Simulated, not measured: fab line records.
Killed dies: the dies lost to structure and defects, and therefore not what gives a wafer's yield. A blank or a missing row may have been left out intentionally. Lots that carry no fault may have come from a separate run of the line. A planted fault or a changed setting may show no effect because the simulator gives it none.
Split-lot experiment || flow n5Finfet || 21 wafers read across 7 lots, on a route 1938 steps long

== THE SPLIT ==
At N5_FIN_SAQP_SPACER1_ALD_24 (deposits SiO2, target thk 20.3 nm, pulse time 1 s, purge time 2 s), the setting aldCycles was moved away from the recipe's 218 on 3 of the 21 wafers read, by -12.4% to +13.8%. This setting was run at the recipe's value on the other wafers.

== FROM THE SPLIT TO THE READING: what the file shows between them, 2 steps ==
- N5_FIN_SAQP_SPACER1_ETCHBACK_25: etches SiO2 in CHF3/O2, target depth 24.4 nm, time 12.2 s
- N5_FIN_SAQP_MANDREL1_REMOVE_56: chemistry HBr/Cl2/O2, target a-Si, stops on SiNx, bt time 10 s

== THE READING ==
cdNm at N5_FIN_SAQP_CD_MEAS_27, given in nm (cd target 20 nm). Typical for fault-free wafers on this fab line: 20.30 nm, with standard deviation 0.24 nm.

{"wafer": "L076.1", "tool, chamber at the split": "aldSin-02, 0,3", "aldCycles as run": 218, "against the recipe": "recipe", "cdNm, nm": 20.60, "against lot-mates on the recipe": "-"}
{"wafer": "L076.3", "tool, chamber at the split": "aldSin-02, 0,3", "aldCycles as run": 218, "against the recipe": "recipe", "cdNm, nm": 20.69, "against lot-mates on the recipe": "-"}
{"wafer": "L076.5", "tool, chamber at the split": "aldSin-02, 3", "aldCycles as run": 248, "against the recipe": "+13.8%", "cdNm, nm": 23.47, "against lot-mates on the recipe": "+2.82"}
{"wafer": "L077.1", "tool, chamber at the split": "aldSin-01, 0,1", "aldCycles as run": 218, "against the recipe": "recipe", "cdNm, nm": 20.37, "against lot-mates on the recipe": "-"}
{"wafer": "L077.2", "tool, chamber at the split": "aldSin-01, 3", "aldCycles as run": 218, "against the recipe": "recipe", "cdNm, nm": 20.55, "against lot-mates on the recipe": "-"}
{"wafer": "L077.4", "tool, chamber at the split": "aldSin-01, 0,1", "aldCycles as run": 218, "against the recipe": "recipe", "cdNm, nm": 20.06, "against lot-mates on the recipe": "-"}
{"wafer": "L081.2", "tool, chamber at the split": "aldSin-02, 0", "aldCycles as run": 203, "against the recipe": "-6.9%", "cdNm, nm": 18.99, "against lot-mates on the recipe": -1.41}
{"wafer": "L081.3", "tool, chamber at the split": "aldSin-02, 3,0", "aldCycles as run": 218, "against the recipe": "recipe", "cdNm, nm": 20.20, "against lot-mates on the recipe": "-"}
{"wafer": "L081.5", "tool, chamber at the split": "aldSin-02, 3,0", "aldCycles as run": 218, "against the recipe": "recipe", "cdNm, nm": 20.60, "against lot-mates on the recipe": "-"}
{"wafer": "L086.4", "tool, chamber at the split": "aldSin-02, 1,0,1", "aldCycles as run": 218, "against the recipe": "recipe", "cdNm, nm": 20.47, "against lot-mates on the recipe": "-"}
{"wafer": "L086.5", "tool, chamber at the split": "aldSin-02, 1,0,1", "aldCycles as run": 218, "against the recipe": "recipe", "cdNm, nm": 20.37, "against lot-mates on the recipe": "-"}
{"wafer": "L086.6", "tool, chamber at the split": "aldSin-02, 1,0,1", "aldCycles as run": 218, "against the recipe": "recipe", "cdNm, nm": 20.46, "against lot-mates on the recipe": "-"}
{"wafer": "L092.1", "tool, chamber at the split": "aldSin-01, 3", "aldCycles as run": 191, "against the recipe": "-12.4%", "cdNm, nm": 17.56, "against lot-mates on the recipe": -2.53}
{"wafer": "L092.3", "tool, chamber at the split": "aldSin-01, 2", "aldCycles as run": 218, "against the recipe": "recipe", "cdNm, nm": 20.13, "against lot-mates on the recipe": "-"}
{"wafer": "L092.6", "tool, chamber at the split": "aldSin-01, 2", "aldCycles as run": 218, "against the recipe": "recipe", "cdNm, nm": 20.05, "against lot-mates on the recipe": "-"}
{"wafer": "L094.1", "tool, chamber at the split": "aldSin-01, 2,1,0", "aldCycles as run": 218, "against the recipe": "recipe", "cdNm, nm": 20.39, "against lot-mates on the recipe": "-"}
{"wafer": "L094.5", "tool, chamber at the split": "aldSin-01, 2,1,0", "aldCycles as run": 218, "against the recipe": "recipe", "cdNm, nm": 20.48, "against lot-mates on the recipe": "-"}
{"wafer": "L094.6", "tool, chamber at the split": "aldSin-01, 2,1,0", "aldCycles as run": 218, "against the recipe": "recipe", "cdNm, nm": 20.47, "against lot-mates on the recipe": "-"}
{"wafer": "L096.1", "tool, chamber at the split": "aldSin-02, 2,0", "aldCycles as run": 218, "against the recipe": "recipe", "cdNm, nm": 20.49, "against lot-mates on the recipe": "-"}
{"wafer": "L096.5", "tool, chamber at the split": "aldSin-02, 2,0", "aldCycles as run": 218, "against the recipe": "recipe", "cdNm, nm": 20.37, "against lot-mates on the recipe": "-"}
{"wafer": "L096.6", "tool, chamber at the split": "aldSin-02, 1", "aldCycles as run": 218, "against the recipe": "recipe", "cdNm, nm": 20.00, "against lot-mates on the recipe": "-"}
The file does not say which wafer passed through which chamber wherever a row lists several chambers: such a row stands for several wafers.

FIT RESULTS
A straight line over all 21 wafers: cdNm changes by +0.223 nm for each +1% of aldCycles; r = +0.98; the points scatter about the line by 0.2 nm.
The same after taking each lot's own level away (the mean of its wafers on the recipe; 21 wafers): +0.205 nm for each +1%; r = +0.99; scatter 0.14 nm.
On that fit, the largest move of aldCycles shifts the reading by 2.8 nm.
From 20.090 to 20.645 nm: that is the span of the lots' own levels, equal to 2.3 times the standard deviation above.
Hence the lot-to-lot level has little effect on the slope; both slopes agree.
Check: +2.81 nm against its lot-mates is what the line predicts for one of the wafers moved furthest among these (+13.8%) when that wafer is left out of the fit. Against them it came out at +2.82 nm.

== FURTHER SPLITS ON THESE WAFERS ==
Before the reading, these wafers also passed through other splits. Each is held against what the fit with the lots' levels taken away leaves over:
{"other split on the same wafers": "N5_ZERO_LAYER_EXPOSE_08 doseMj", "wafers away from the commonest value": 8, "r with cdNm (lot level and that fit taken away)": -0.27}
{"other split on the same wafers": "N5_WELL_APT_COAT_02 spinRpm", "wafers away from the commonest value": 11, "r with cdNm (lot level and that fit taken away)": -0.18}
{"other split on the same wafers": "N5_PMOS_HMC_CHANNEL_EPI_PEB_07 pebTimeS", "wafers away from the commonest value": 11, "r with cdNm (lot level and that fit taken away)": -0.19}
{"other split on the same wafers": "N5_PMOS_HMC_CHANNEL_EPI_DEVELOP_08 developTimeS", "wafers away from the commonest value": 5, "r with cdNm (lot level and that fit taken away)": -0.14}

== THE WHOLE CHAIN: every reading that the file lists as answering this split, in the file's order ==
{"step": "N5_FIN_SAQP_SPACER1_ALD_24", "what it does": "deposits SiO2, target thk 20.3 nm, pulse time 1 s, purge time 2 s", "reading": "SiO2_of_FIN_SAQP_SPACER1_ALD_24.thkNm (the simulator's own value, which no gauge read)", "change (the file's fit)": "+0.2 nm for each +1% of the setting", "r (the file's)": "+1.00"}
{"step": "N5_FIN_SAQP_MANDREL1_REMOVE_56", "what it does": "chemistry HBr/Cl2/O2, target a-Si, stops on SiNx, bt time 10 s", "reading": "FIN_SAQP.cdNm (the simulator's own value, which no gauge read)", "change (the file's fit)": "+0.207 nm for each +1% of the setting", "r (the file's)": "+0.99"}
{"step": "N5_FIN_SAQP_CD_MEAS_27", "what it does": "target cd 20 nm", "reading": "cdNm", "change (the file's fit)": "+0.205 nm for each +1% of the setting", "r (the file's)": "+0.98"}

== THE FILE'S OWN FIT ==
cdNm changes by +0.205 nm for each +1% of aldCycles, r = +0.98.
